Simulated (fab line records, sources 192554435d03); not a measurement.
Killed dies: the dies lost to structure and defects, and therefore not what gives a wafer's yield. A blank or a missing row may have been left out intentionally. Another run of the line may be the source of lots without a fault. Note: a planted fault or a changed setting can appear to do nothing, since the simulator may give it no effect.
Chamber matching || flow n5 finfet || N5_BEOL_M6_CURE_74 on uv cure-03 has 3 sister chambers
The step cures SiCOH lowk, time 240 s. 6 wafers are shown with their chamber, then 9 later ones without.

## WAFERS, EACH WITH ITS CHAMBER
{"wafer": "L074.3", "chamber": 2, "wafer_temp_C_max": 387.9, "lamp power pct (%)": 52.27}
{"wafer": "L074.4", "chamber": 2, "wafer_temp_C_max": 390.0, "lamp power pct (%)": 52.31}
{"wafer": "L084.4", "chamber": 0, "wafer_temp_C_max": 386.6, "lamp power pct (%)": 52.34}
{"wafer": "L084.5", "chamber": 0, "wafer_temp_C_max": 386.9, "lamp power pct (%)": 52.34}
{"wafer": "L090.4", "chamber": 1, "wafer_temp_C_max": 386.8, "lamp power pct (%)": 52.31}
{"wafer": "L090.6", "chamber": 1, "wafer_temp_C_max": 388.0, "lamp power pct (%)": 52.40}

## WAFERS WITH NO CHAMBER GIVEN
{"wafer": "L091.1", "wafer_temp_C_max": 388.1, "lamp power pct (%)": 52.32}
{"wafer": "L091.3", "wafer_temp_C_max": 388.8, "lamp power pct (%)": 52.31}
{"wafer": "L091.4", "wafer_temp_C_max": 388.3, "lamp power pct (%)": 52.22}
{"wafer": "L093.1", "wafer_temp_C_max": 387.2, "lamp power pct (%)": 52.29}
{"wafer": "L093.5", "wafer_temp_C_max": 387.8, "lamp power pct (%)": 52.30}
{"wafer": "L093.6", "wafer_temp_C_max": 388.4, "lamp power pct (%)": 52.30}
{"wafer": "L095.1", "wafer_temp_C_max": 389.0, "lamp power pct (%)": 52.27}
{"wafer": "L095.2", "wafer_temp_C_max": 389.0, "lamp power pct (%)": 52.26}
{"wafer": "L095.4", "wafer_temp_C_max": 388.1, "lamp power pct (%)": 52.35}

## WHICH CHAMBER EACH ONE RAN IN
{"wafer": "L091.1", "from the rows above": "can't be placed: 1 or 2 or 0", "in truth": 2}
{"wafer": "L091.3", "from the rows above": "can't be placed: 2 or 1 or 0", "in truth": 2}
{"wafer": "L091.4", "from the rows above": "can't be placed: 2 or 0 or 1", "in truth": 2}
{"wafer": "L093.1", "from the rows above": "can't be placed: 0 or 1 or 2", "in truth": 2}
{"wafer": "L093.5", "from the rows above": "can't be placed: 2 or 1 or 0", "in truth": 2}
{"wafer": "L093.6", "from the rows above": "can't be placed: 2 or 1 or 0", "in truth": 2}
{"wafer": "L095.1", "from the rows above": 2, "in truth": 2}
{"wafer": "L095.2", "from the rows above": 2, "in truth": 2}
{"wafer": "L095.4", "from the rows above": "can't be placed: 1 or 0 or 2", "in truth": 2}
Correctly placed: 2 of 9. Can't be placed from these rows: 7 (the true chamber is among the candidates in 7). Number placed wrongly: 0.
How it was worked out, from the rows above alone: a wafer's distance from a chamber is the root of the sum, over the readings, of the square of ((its reading less the chamber's mean) divided by the reading's scatter). The wafer belongs to the nearest chamber; if the next one is less than 2 further off, it can't be placed. The mean given for a chamber averages the wafers shown for that chamber. The scatter is the square root of a quotient: the sum, over the shown wafers, of each reading's squared deviation from its chamber's mean, divided by wafers minus chambers.
